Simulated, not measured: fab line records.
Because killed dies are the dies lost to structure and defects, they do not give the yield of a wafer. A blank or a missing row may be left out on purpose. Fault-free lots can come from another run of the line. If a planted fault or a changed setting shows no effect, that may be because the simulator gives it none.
fab line records    flow n5_finfet
record lots=5  wafers=15  last_day=18
route steps=1938 shown BEOL_M11@1590 BEOL_M12@1602
lots that met no fault: from a run of the same line without faults
start_h: hours from the record's first day to the start of the lot's first wafer shown    wait_h: hours since the lot's step before    " as in the row above    L1.1+2: several wafers, shown together as one row    - value missing, or start not given    * or withheld: withheld    < > ~ a bound
route shown NAME@n: NAME is a module with steps in the file, n the number in the route of the first one    usual: mean/standard deviation of fault-free wafers    same: alike in all rows    chamber/n: place in a boat    sites: readings site by site    _std_site: standard deviation of those values    _edge_site: outer sites' mean less inner sites'    radius_mm: how far each site lies from the wafer's centre    mask NAME#n: copy n    behind: tool/chamber where the wafer was last shaped    hold: what put the lot on hold/how long, in hours/how the hold closed    device: names the non-switching transistor (n, p or np)    end of line: the tests these same wafers got at the end of their route    step lacking rows: just its recipe    killed: count of dies lost to structure and defects at first sort (not the wafer's yield)    map: shows each die of a wafer: x if killed, . if not, _ if none is there
set.NAME: the setting the step ran with; set.NAME@STEP: the setting that earlier step ran with    model.NAME: the simulator's own value behind a step, which no gauge read
a table for each step, a row for each wafer; lots at some steps of the route
services: when a tool's chamber went out of use (start_h, in hours from the record's first day, below 0 if earlier), for how many hours, and the reason
## steps
# step N5_BEOL_M11_ALD_74
# recipe material=TaN  target_thk_a=20  temp_c=275  ald_precursor_family=PDMAT  ald_co_reactant=NH3  pressure_torr=3  carrier_flow_sccm=1500  pulse_time_s=2  purge_time_s=3  co_reactant_purge_time_s=2  co_reactant_pulse_time_s=3  ald_cycles=40  precursor_vessel_temp_c=75  precursor_vessel_pressure_torr=26.25  precursor_vessel_carrier_sccm=1000
# step N5_BEOL_M11_SURFACE_TREAT_76
# recipe gas=Ar  time_s=*  ion_energy_ev=*  ion_current_ma_cm2=0.5  pressure_mtorr=*  ar_flow_sccm=30
# step N5_BEOL_M11_CVD_75
# recipe material=Co  target_thk_a=20  temp_c=withheld  precursor=CCTBA/H2  pressure_torr=30  time_s=138.9
# step N5_BEOL_M11_SPUTTER_48
# recipe material=Cu  target_thk_a=120  temp_c=-20  bias_v=60  power_w=26000  chamber_pressure_pa=0.13  time_s=2
# step N5_BEOL_M11_ECD_50
# recipe material=Cu  target_thk_a=3180
# step N5_BEOL_M11_ANNEAL_51
# recipe temp_c=225  time_s=90  ambient=N2
# step N5_BEOL_M11_CMP_52
# recipe stop_on=SiCOH_lowk  t_overpolish_s=7  down_force_psi=1  platen_rpm=50  clearing_platen_down_force_psi=1.5  clearing_platen_rpm=50  post_cmp_clean=cu_alkaline  target_thk_nm=140  clearing_platen_pad_velocity_m_s=0.99484  pad_velocity_m_s=0.99484
# step N5_BEOL_M11_PRE_CLEAN_55
# recipe gas=NH3  time_s=15  temp_c=withheld  rf_power_w=300
# step N5_BEOL_M11_DEP_56
# recipe material=SiCN  target_thk_a=300  temp_c=withheld  precursor=3MS/NH3  pressure_torr=3  rf_w=675  time_s=10.5
# step N5_BEOL_M12_ILD_DEP_00
# recipe material=SiOC  target_thk_a=6589.2  temp_c=350  precursor=DEMS/O2  pressure_torr=5  rf_w=500  time_s=130.7
# usual heater_power_w=452/44  showerhead_plenum_p_Torr=5.689/0.018  throttle_valve_pct=11.9/0.38
lot.wafer  tool      chamber  start_h  wait_h  heater_power_w  showerhead_plenum_p_Torr  throttle_valve_pct  model.SiOC_of_BEOL_M12_ILD_DEP_00.thk_nm
L586.2     pecvd-04  2        289.99   0.0     478             5.720                     12.4                647.2
L586.4     "         1        "        "       457             5.664                     12.0                651.6
L586.6     "         0        "        "       378             5.673                     11.7                658.8
L588.1     pecvd-04  0        303.55   0.0     440             5.658                     11.6                707.2
L588.3     "         2        "        "       461             5.725                     12.4                705.8
L588.6     "         1        "        "       450             5.673                     12.1                718.4
L590.1     pecvd-04  0        326.18   0.0     453             5.663                     11.3                704.6
L590.3     "         1        "        "       441             5.681                     12.0                704.6
L590.4     "         0        "        "       466             5.676                     11.6                661.8
L591.2     pecvd-04  2        326.44   0.0     469             5.718                     12.6                656.8
L591.3     "         1        "        "       484             5.671                     12.1                704.2
L591.5     "         1        "        "       489             5.669                     12.3                669.8
L599.1     pecvd-01  2        383.13   0.0     510             5.721                     12.0                657.8
L599.4     "         2        "        "       420             5.705                     11.9                671.2
L599.6     "         0        "        "       424             5.682                     12.0                657.4
# step N5_BEOL_M12_THK_MEAS_01
# recipe reads=SiOC_of_BEOL_M12_ILD_DEP_00
# usual M12_ILD_THK=661/8.5
lot.wafer  tool           chamber  start_h  wait_h  M12_ILD_THK[nm]
L586.2     film_metro-01  -        290.12   0.1     647
L586.4     "              -        "        "       652
L586.6     "              -        "        "       659
L588.1     film_metro-01  -        303.68   0.1     707
L588.3     "              -        "        "       706
L588.6     "              -        "        "       718
L590.1     film_metro-02  -        326.31   0.1     705
L590.3     "              -        "        "       705
L590.4     "              -        "        "       661
L591.2     film_metro-02  -        326.58   0.1     657
L591.3     "              -        "        "       704
L591.5     "              -        "        "       670
L599.1     film_metro-02  -        383.26   0.1     658
L599.4     "              -        "        "       671
L599.6     "              -        "        "       658
# step N5_BEOL_M12_COAT_58
# recipe resist=BARC  temp_c=205  time_s=60  spin_rpm=1500  resist_thk_nm=89
# step N5_BEOL_M12_COAT_04
# recipe spin_rpm=1625  resist_thk_nm=400
# step N5_BEOL_M12_EBR_06
# recipe solvent=PGMEA  ebr_width_mm=1.5
# step N5_BEOL_M12_SOFTBAKE_05
# recipe temp_c=130  time_s=60
# step N5_BEOL_M12_EXPOSE_07
# recipe mask_id=V11  na=0.93  source_shape=conventional  sigma_outer=0.6  polarization=unpolarized  attpsm_phase_deg=180  dose_mj=32.5
# step N5_BEOL_M12_PEB_08
# recipe peb_temp_c=130  peb_time_s=90
# step N5_BEOL_M12_DEVELOP_09
# recipe develop_time_s=45  rinse_liquid=diw  dry=air_spin  dev_temp_c=21
# step N5_BEOL_M12_HARDBAKE_14
# recipe temp_c=130  time_s=120
# step N5_BEOL_M12_DESCUM_15
# recipe chemistry=O2  time_s=7.9  source_power_w=50  bias_power_w=20  pressure_mtorr=20  rf_frequency_hz=2.712e+07  temp_c=40  o2_flow_sccm=225
# step N5_BEOL_M12_ETCH_59
# recipe chemistry=N2/H2  target=BARC  target_depth_a=890  overetch_a=267  time_s=67.9  ion_energy_ev=200  pressure_mtorr=30  source_w=840  bias_w=150  n2_flow_sccm=200  h2_flow_sccm=200
# step N5_BEOL_M12_VIA_ETCH_16
# recipe chemistry=C4F8/O2/Ar  target=SiOC  pressure_mtorr=30  source_w=3000  bias_w=700  Ar_flow_sccm=400  C4F8_flow_sccm=15  O2_flow_sccm=8  he_inner_torr=15  he_outer_torr=30  target_depth_a=7248  time_s=withheld  ion_energy_ev=250  ends=cleared
# usual drypump_motor_current_A=5.6/0.56  oes_product_au=0.75/0.071  rf_vpp_V=666/3.2  showerhead_plenum_p_Torr=3.43/0.11  throttle_valve_pct=24.0/0.31
lot.wafer  tool         chamber  start_h  wait_h  drypump_motor_current_A  oes_product_au  rf_vpp_V  showerhead_plenum_p_Torr  throttle_valve_pct  model.etch.depth_nm  model.coat_of_BEOL_M12_COAT_04.thk_nm
L586.2     rie_diel-05  0        290.75   0.0     5.3                      0.69            663       3.32                      24.1                647.1                127.8
L586.4     "            3        "        "       5.4                      0.80            663       3.37                      23.9                651.6                125.6
L586.6     "            0        "        "       5.3                      0.69            662       3.32                      24.1                658.9                124.4
L588.1     rie_diel-02  1        304.16   0.0     6.1                      0.86            667       3.47                      24.0                707.1                109.6
L588.3     "            2        "        "       5.3                      0.75            670       3.55                      23.6                705.9                111.2
L588.6     "            2        "        "       5.4                      0.75            670       3.55                      23.5                718.4                107
L590.1     rie_diel-05  1        326.91   0.0     4.9                      0.75            663       3.31                      23.5                704.5                108.6
L590.3     "            3        "        "       5.4                      0.78            664       3.36                      23.9                704.6                110.4
L590.4     "            3        "        "       5.4                      0.78            662       3.36                      24.0                661.7                122.8
L591.2     rie_diel-02  1        327.07   0.0     6.0                      0.82            667       3.47                      24.0                656.7                123.2
L591.3     "            0        "        "       5.7                      0.69            661       3.31                      23.9                704.3                108.6
L591.5     "            2        "        "       5.3                      0.73            668       3.55                      23.6                669.8                120.4
L599.1     rie_diel-06  0        383.74   0.0     5.0                      0.73            669       3.57                      23.9                657.9                123.6
L599.4     "            3        "        "       6.6                      0.85            667       3.46                      24.0                671.3                117.8
L599.6     "            3        "        "       6.6                      0.86            667       3.46                      24.0                657.5                122.6
# step N5_BEOL_M12_STRIP_63
# recipe chemistry=N2/H2  power_w=1000  temp_c=250  h2_frac=0.65  overash_fraction=0.3  pressure_mtorr=1000  n2_flow_sccm=1750  h2_flow_sccm=3250
# usual drypump_motor_current_A=5.33/0.23  heater_power_w=306/22  oes_product_au=0.692/0.005  strip_time_to_endpoint_s=42.2/0.99
lot.wafer  tool             chamber  start_h  wait_h  drypump_motor_current_A  heater_power_w  oes_product_au  rf_hours_counter_h  strip_time_to_endpoint_s
L586.2     plasma_asher-02  1        290.95   -       5.37                     296             0.693           123                 43.8
L586.4     "                1        "        "       5.39                     291             0.700           -                   43.2
L586.6     "                1        "        "       5.37                     286             0.691           -                   42.9
L588.1     plasma_asher-01  0        304.36   -       5.61                     282             0.685           89                  38.8
L588.3     "                0        "        "       5.61                     280             0.678           -                   39.3
L588.6     "                0        "        "       5.64                     273             0.692           -                   38.2
L590.1     plasma_asher-01  1        327.11   -       5.35                     340             0.680           96                  38.6
L590.3     "                0        "        "       5.65                     277             0.689           -                   39.1
L590.4     "                1        "        "       5.35                     333             0.694           -                   42.5
L591.2     plasma_asher-01  1        327.27   -       5.35                     339             0.697           96                  42.5
L591.3     "                1        "        "       5.33                     336             0.683           -                   38.6
L591.5     "                1        "        "       5.35                     339             0.696           -                   41.8
L599.1     plasma_asher-02  0        383.94   -       5.01                     316             0.695           140                 42.6
L599.4     "                0        "        "       5.01                     321             0.691           -                   41.1
L599.6     "                1        "        "       5.36                     291             0.685           -                   42.4
# step N5_BEOL_M12_STRIP_64
# recipe chemistry=N2/H2  power_w=1000  temp_c=250  h2_frac=0.65  overash_fraction=0.3  pressure_mtorr=withheld  n2_flow_sccm=1750  h2_flow_sccm=3250
# step N5_BEOL_M12_STRIP_71
# recipe chemistry=post_etch_residue_remover  time_s=60  temp_c=25  remover_ph=withheld  remover_water_wt_pct=withheld  remover_fluoride_wt_pct=withheld
# step N5_BEOL_M12_SRD_72
# recipe time_s=30  temp_c=23  rinse_liquid=diw  dry=n2_spin  spin_rpm=1500  dry_time_s=30
# step N5_BEOL_M12_COAT_65
# recipe resist=SOC  temp_c=250  time_s=60  spin_rpm=1500  resist_thk_nm=300
# step N5_BEOL_M12_COAT_66
# recipe resist=SiARC  temp_c=220  time_s=60  spin_rpm=1500  resist_thk_nm=110
# step N5_BEOL_M12_COAT_22
# recipe spin_rpm=2888  resist_thk_nm=300
# step N5_BEOL_M12_EBR_24
# recipe solvent=PGMEA  ebr_width_mm=1.5
# step N5_BEOL_M12_SOFTBAKE_23
# recipe temp_c=130  time_s=60
# step N5_BEOL_M12_EXPOSE_25
# recipe mask_id=M12  na=0.93  source_shape=conventional  sigma_outer=0.4  polarization=unpolarized  dose_mj=21.8
# step N5_BEOL_M12_PEB_26
# recipe peb_temp_c=130  peb_time_s=90
# step N5_BEOL_M12_DEVELOP_27
# recipe develop_time_s=45  rinse_liquid=diw  dry=air_spin  dev_temp_c=21
# step N5_BEOL_M12_HARDBAKE_32
# recipe temp_c=130  time_s=120
# step N5_BEOL_M12_CMP_49
# recipe stop_on=SiOC  t_overpolish_s=20.6  down_force_psi=1  platen_rpm=50  clearing_platen_down_force_psi=1.5  clearing_platen_rpm=50  post_cmp_clean=cu_alkaline  target_thk_nm=320  clearing_platen_pad_velocity_m_s=0.99484  pad_velocity_m_s=0.99484
# usual motor_current_A=6.0/0.39
lot.wafer  tool    chamber  start_h  wait_h  motor_current_A  model.SiOC_of_BEOL_M12_ILD_DEP_00.thk_nm
L586.2     cmp-02  0        295.14   0.2     5.8              589.6
L586.4     "       2        "        "       5.9              592.4
L586.6     "       0        "        "       5.7              600.4
L588.3     cmp-02  3        309.87   0.2     6.4              645.4
L588.1     "       1        "        "       6.3              648.2
L588.6     "       3        "        "       6.5              658.2
L591.2     cmp-02  2        331.36   0.2     6.2              596.8
L591.3     "       0        "        "       5.7              644.6
L591.5     "       3        "        "       6.1              609.6
L590.4     cmp-02  2        332.37   0.1     5.8              602
L590.3     "       3        "        "       6.9              643.4
L590.1     "       1        "        "       6.6              644.6
L599.1     cmp-04  1        391.52   0.4     5.6              598.4
L599.4     "       2        "        "       5.3              611.2
L599.6     "       1        "        "       5.8              598.2
## services
tool             chamber  start_h  hours  kind
rie_diel-02      1        268.76   -      clean
cmp-04           -        278.21   0.4    repair
pecvd-01         1        279.98   6.5    repair
cmp-02           -        283.57   2.2    repair
pecvd-01         0        287.45   3.9    repair
cmp-02           -        298.87   3.1    repair
plasma_asher-02  -        312.37   4.3    pm
pecvd-04         -        315.53   0.6    repair
cmp-02           -        320.60   7.2    pm
plasma_asher-02  -        323.41   2.8    repair
rie_diel-05      2        325.98   13.5   repair
rie_diel-05      -        330.64   3.9    repair
cmp-02           -        334.81   0.5    repair
rie_diel-05      3        336.29   3.1    repair
cmp-04           -        337.08   5.0    pm
cmp-02           -        341.57   5.1    pm
pecvd-01         1        343.01   16.8   repair
rie_diel-02      1        370.04   5.3    repair
cmp-02           -        371.96   0.2    repair
cmp-04           -        372.13   4.0    pm
pecvd-04         1        383.62   -      clean
pecvd-04         1        383.62   -      consumable_replace:showerhead
pecvd-04         1        383.62   29.0   scheduled_down
pecvd-04         1        383.62   29.0   vent_cycle
## key
first_sign step=N5_BEOL_M12_THK_MEAS_01  reading=M12_ILD_THK  direction=up  sigmas=5.4  usual=661  struck=707
effect step=N5_BEOL_M12_STRIP_63  reading=strip_time_to_endpoint_s  direction=down  sigmas=3.4  usual=*  struck=*
model_effect step=N5_BEOL_M12_ILD_DEP_00  value=SiOC_of_BEOL_M12_ILD_DEP_00.thk_nm  without=656.2  struck=707.5
model_effect step=N5_BEOL_M12_VIA_ETCH_16  value=etch.depth_nm  without=656.2  struck=707.5
model_effect step=N5_BEOL_M12_CMP_49  value=SiOC_of_BEOL_M12_ILD_DEP_00.thk_nm  without=596.1  struck=647.4
met_at N5_BEOL_M12_ILD_DEP_00
struck_wafers L588.1,L588.3,L588.6,L590.1,L590.3,L591.3
onset_between 289.99 303.55
fault kind=process_parameter_drift  tool=pecvd-04  chamber=-  onset_h=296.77  steps=N5_BEOL_M12_ILD_DEP_00  channel=target_thk_a  offset=*  shape=step  end_h=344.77  scope=struck_wafers_only  acts_in=*  stated=*
